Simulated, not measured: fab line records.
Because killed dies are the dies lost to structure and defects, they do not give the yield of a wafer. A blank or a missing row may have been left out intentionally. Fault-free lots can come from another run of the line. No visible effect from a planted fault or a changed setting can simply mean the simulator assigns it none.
The tool behind it: which one?	flow nandHarc	14 lots, 42 wafers sampled, at 5 steps of a route of 1302

WHAT EACH GAUGE READ, for each wafer
NHARC_P_CONTACT_INSPECT_27.
lot	measured	on	rawDefectCount
L520	day 6 05:34	defectInspect-01	187 311 258
L521	day 6 14:19	defectInspect-02	165 196 133
L522	day 6 18:26	defectInspect-01	168 318 315
L523	day 7 08:00	defectInspect-01	237 255 579
L525	day 8 10:22	defectInspect-02	387 273 235
L526	day 8 12:49	defectInspect-02	208 303 293
L528	day 9 11:35	defectInspect-02	372 188 332
L530	day 9 21:11	defectInspect-01	337 233 231
L529	day 9 21:30	defectInspect-02	162 365 251
L531	day 10 14:13	defectInspect-02	208 208 255
L534	day 12 01:59	defectInspect-02	342 319 238
L536	day 12 16:34	defectInspect-01	274 391 293
L541	day 14 14:36	defectInspect-01	364 336 260
L543	day 15 18:08	defectInspect-02	357 157 308

NHARC_P_M0_CD_MEAS_09: target cd 90 nm.
lot	measured	on	cdNm (nm)
L520	day 6 06:28	cdSem-02	89.7 90.8 89.8
L521	day 6 15:07	cdSem-03	90.6 90.8 90.2
L522	day 6 19:14	cdSem-02	89.6 89.0 88.5
L523	day 7 08:55	cdSem-02	89.3 90.1 90.1
L525	day 8 11:16	cdSem-03	90.3 90.3 89.6
L526	day 8 13:43	cdSem-01	89.8 89.7 89.6
L528	day 9 12:29	cdSem-03	89.9 90.4 90.9
L530	day 9 22:05	cdSem-01	89.6 89.6 90.2
L529	day 9 22:24	cdSem-02	89.5 89.4 90.0
L531	day 10 15:07	cdSem-03	89.8 90.7 90.3
L534	day 12 02:46	cdSem-03	50.7 50.6 50.7
L536	day 12 17:28	cdSem-02	61.4 61.4 60.8
L541	day 14 15:23	cdSem-02	89.1 89.8 89.9
L543	day 15 19:02	cdSem-03	89.5 88.7 89.1

NHARC_P_M0_INSPECT_11.
lot	measured	on	rawDefectCount
L520	day 6 06:35	defectInspect-01	4 3 2
L521	day 6 15:15	defectInspect-02	2 5 5
L522	day 6 19:21	defectInspect-02	4 6 9
L523	day 7 09:02	defectInspect-02	6 5 3
L525	day 8 11:23	defectInspect-02	9 6 6
L526	day 8 13:51	defectInspect-02	2 12 4
L528	day 9 12:37	defectInspect-01	6 10 5
L530	day 9 22:12	defectInspect-02	1 1 1
L529	day 9 22:31	defectInspect-02	3 5 7
L531	day 10 15:14	defectInspect-02	1 5 3
L534	day 12 02:53	defectInspect-01	4 5 5
L536	day 12 17:36	defectInspect-02	4 3 1
L541	day 14 15:30	defectInspect-02	2 3 5
L543	day 15 19:09	defectInspect-02	5 10 7

WHICH TOOL RAN EACH LOT (tool, then ch and the chambers of the sampled wafers, then the start)
lot	NHARC_P_CONTACT_DESCUM_17	NHARC_P_M0_EXPOSE_06
L520	rieDiel-01 ch 0,2, day 6 02:29	arfiScanner-03 ch 0, day 6 06:20
L521	rieDiel-05 ch 2,3, day 6 11:11	arfiScanner-03 ch 0, day 6 14:59
L522	rieDiel-05 ch 0,1,2, day 6 15:21	arfiScanner-03 ch 0, day 6 19:05
L523	rieDiel-05 ch 0,2,3, day 7 04:55	arfiScanner-01 ch 0, day 7 08:46
L525	rieDiel-03 ch 0,1,2, day 8 07:17	arfiScanner-01 ch 0, day 8 11:07
L526	rieDiel-05 ch 0,2,3, day 8 09:43	arfiScanner-03 ch 0, day 8 13:35
L528	rieDiel-01 ch 1,3, day 9 08:29	arfiScanner-02 ch 0, day 9 12:20
L530	rieDiel-03 ch 2,3, day 9 17:58	arfiScanner-01 ch 0, day 9 21:56
L529	rieDiel-05 ch 0,1,3, day 9 18:25	arfiScanner-02 ch 0, day 9 22:16
L531	rieDiel-03 ch 0,1,2, day 10 11:04	arfiScanner-03 ch 0, day 10 14:58
L534	rieDiel-03 ch 0,2,3, day 11 22:55	arfiScanner-02 ch 0, day 12 02:38
L536	rieDiel-05 ch 1,2,3, day 12 13:30	arfiScanner-02 ch 0, day 12 17:20
L541	rieDiel-05 ch 1,3, day 14 11:23	arfiScanner-01 ch 0, day 14 15:14
L543	rieDiel-03 ch 0,3, day 15 14:59	arfiScanner-01 ch 0, day 15 18:53
- NHARC_P_CONTACT_DESCUM_17: chemistry O2, time 3 s.
- NHARC_P_M0_EXPOSE_06: exposes mask P M0, target cd 90 nm.

AS READ BY THE TOOLS THEMSELVES (means over the sampled wafers that have a number; for cases with no such wafer, the mark the record gives instead)
NHARC_P_CONTACT_DESCUM_17.
lot	tool	drypumpMotorCurrentA (A)	oesProductAu (a.u.)	rfVppV (V)	showerheadPlenumPTorr (Torr)	throttleValvePct (%)
L520	rieDiel-01	5.6	0.992	57.7	1.83	11.310
L521	rieDiel-05	5.8	1.009	57.0	1.87	11.307
L522	rieDiel-05	6.3	1.007	57.8	1.90	11.309
L523	rieDiel-05	6.1	1.011	56.8	1.87	11.312
L525	rieDiel-03	5.5	0.999	56.4	1.87	11.315
L526	rieDiel-05	6.0	1.015	57.4	1.87	11.321
L528	rieDiel-01	5.4	0.996	57.4	1.87	11.313
L530	rieDiel-03	5.8	1.003	59.0	2.00	11.305
L529	rieDiel-05	6.1	1.006	58.0	1.87	11.314
L531	rieDiel-03	5.5	1.017	58.6	1.87	11.311
L534	rieDiel-03	5.6	1.007	58.1	1.90	11.302
L536	rieDiel-05	5.8	0.999	58.4	1.87	11.311
L541	rieDiel-05	5.5	1.000	57.4	1.84	11.313
L543	rieDiel-03	5.9	1.015	57.7	1.97	11.313

NHARC_P_M0_EXPOSE_06.
lot	tool	exposureDoseMJCm2
L520	arfiScanner-03	81.22
L521	arfiScanner-03	81.28
L522	arfiScanner-03	81.26
L523	arfiScanner-01	81.41
L525	arfiScanner-01	81.33
L526	arfiScanner-03	81.17
L528	arfiScanner-02	81.15
L530	arfiScanner-01	81.28
L529	arfiScanner-02	81.31
L531	arfiScanner-03	81.27
L534	arfiScanner-02	43.05
L536	arfiScanner-02	50.75
L541	arfiScanner-01	81.30
L543	arfiScanner-01	81.28

THE ANSWER, worked out from the rows above alone
Rule: the lots themselves supply what counts as usual. Put in order of their means at a reading, lots are off if they are a third of the lots or fewer, leave a main group of 4 or more, and stand apart from it by a gap of 3 or more times the standard deviation of the main group's means; of several such gaps the widest counts. The tables above print the reading to a certain number of digits; a main group whose means all agree to those digits is not used. A lot without any number at a reading at which 4 lots or more have one is off too. Any other lot the step has rows for is counted as sound. After the gauges, taken in route order, come the tools' own readings; for these a lot's mean is taken, as printed above. At the first step where some lot is off, the reading lying furthest off is the one used; lots without a number count as furthest.
Off, at NHARC_P_M0_CD_MEAS_09 on cdNm: L534, L536. For the main group the mean is 89.8 nm and the standard deviation 0.45.
A tool fits if, at a process step before that reading, it ran every lot that is off, and no sound lot after the first of them. Not tried: the gauges at NHARC_P_M0_CD_MEAS_09; whatever is off there is also off at NHARC_P_M0_EXPOSE_06, on other tools, and gauge error can't account for it. One fits: NHARC_P_M0_EXPOSE_06 on arfiScanner-02. Its last sound lot is L529 (day 9 22:16), its first lot that is off L534 (day 12 02:38): a fault that began between those two fits.
On the lots that are off, the tool's own readings at NHARC_P_M0_EXPOSE_06 differ by more than 5 times the standard deviation of the sound lots' means, which bears it out; exposureDoseMJCm2 reads 46.90 there versus 81.27 on the sound lots.

WHAT THE SIMULATOR PUT IN
Process parameter drift: arfiScanner-02, from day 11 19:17 on, at NHARC_P_M0_EXPOSE_06. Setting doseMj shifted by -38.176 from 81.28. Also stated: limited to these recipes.
Struck lots among those shown: L534, L536. The same result came from the rule above.
